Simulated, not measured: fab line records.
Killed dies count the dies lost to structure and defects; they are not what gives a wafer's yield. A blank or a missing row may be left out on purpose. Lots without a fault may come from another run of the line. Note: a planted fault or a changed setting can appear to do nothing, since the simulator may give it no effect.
Split-lot study ; flow n5_finfet ; on a route of 1938 steps: 7 lots, 21 wafers read

== ON THE SPLIT ==
At N5_BEOL_M12_COAT_58 (time 60 s, resist thk 89 nm), the setting spin_rpm was moved away from the recipe's 1500 rpm on 2 of the 21 wafers read, by -10.7% to +6.5%. For the rest of the wafers, this setting stayed at what the recipe calls for.

The file shows no step between the split and the reading.

== THE READING ==
etch.depth_nm (the simulator's own value, which no gauge read), in nm, at N5_BEOL_M12_ETCH_59 (etches BARC in N2/H2, target depth 89 nm, overetch 26.7 nm, time 67.9 s). The file does not state a usual value for it. Across the 19 wafers here that went through the recipe, the average is 88.91 nm and the standard deviation 0.19 nm.

wafer;tool, chamber at the split;spin_rpm as run, rpm;against the recipe;etch.depth_nm, nm;against lot-mates on the recipe
L076.1;litho_track-04, 0;1598;+6.5%;86.15;-2.94
L076.2;litho_track-04, 0;1500;recipe;89.07;-
L076.3;litho_track-04, 0;1500;recipe;89.11;-
L075.1;litho_track-01, 0;1500;recipe;88.9;-
L075.5;litho_track-01, 0;1500;recipe;89.19;-
L075.6;litho_track-01, 0;1500;recipe;89.21;-
L080.1;litho_track-01, 0;1500;recipe;88.84;-
L080.3;litho_track-01, 0;1500;recipe;88.59;-
L080.5;litho_track-01, 0;1340;-10.7%;93.86;+5.14
L083.2;litho_track-02, 0;1500;recipe;88.97;-
L083.3;litho_track-02, 0;1500;recipe;89.04;-
L083.4;litho_track-02, 0;1500;recipe;88.56;-
L092.1;litho_track-02, 0;1500;recipe;88.96;-
L092.4;litho_track-02, 0;1500;recipe;88.88;-
L092.5;litho_track-02, 0;1500;recipe;89.12;-
L094.1;litho_track-01, 0;1500;recipe;88.82;-
L094.2;litho_track-01, 0;1500;recipe;88.87;-
L094.4;litho_track-01, 0;1500;recipe;89.03;-
L096.1;litho_track-02, 0;1500;recipe;88.69;-
L096.2;litho_track-02, 0;1500;recipe;88.72;-
L096.3;litho_track-02, 0;1500;recipe;88.78;-

THE FIT
A straight line over all 21 wafers: etch.depth_nm changes by -0.452 nm for each +1% of spin_rpm; r = -0.99; the points scatter about the line by 0.19 nm.
The same after taking each lot's own level away (the mean of its wafers on the recipe; 21 wafers): -0.473 nm for each +1%; r = -1.00; scatter 0.13 nm.
Per that fit: largest spin_rpm move, reading shift of 5 nm.
The span of the lots' own levels, 88.715 to 89.100 nm, comes to 2.1 times the standard deviation stated above.
The two slopes are in agreement: the lot-to-lot level therefore moves the slope only a little.
Check: for one of the wafers moved furthest among these (-10.7%), held out of the fit, the line's prediction against its lot-mates is +4.8 nm. Against them it came out at +5.14 nm.

== OTHER SPLITS APPLIED TO THESE WAFERS ==
Note: prior to the reading, these wafers also went through further splits. Each is held against what the fit with the lots' levels taken away leaves over:
other split on the same wafers;wafers away from the commonest value;r with etch.depth_nm (lot level and that fit taken away)
N5_BEOL_M10_PEB_26 peb_time_s;8;+0.01
N5_BEOL_M11_COAT_60 spin_rpm;6;+0.10
N5_BEOL_M11_COAT_05 spin_rpm;4;+0.03

== THE WHOLE CHAIN: every reading that the file lists as answering this split, in the file's order ==
step;what it does;reading;change (the file's fit);r (the file's)
N5_BEOL_M12_COAT_58;time 60 s, resist thk 89 nm;BARC_of_BEOL_M12_COAT_58.thk_nm (the simulator's own value, which no gauge read);-0.469 nm for each +1% of the setting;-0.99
N5_BEOL_M12_ETCH_59;etches BARC in N2/H2, target depth 89 nm, overetch 26.7 nm, time 67.9 s;etch.depth_nm (the simulator's own value, which no gauge read);-0.474 nm for each +1% of the setting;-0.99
N5_BEOL_M12_STRIP_64;strips in N2/H2;strip_time_to_endpoint_s;withheld for each +1% of the setting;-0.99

== THE FILE'S OWN FIT ==
etch.depth_nm changes by -0.474 nm for each +1% of spin_rpm, r = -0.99.
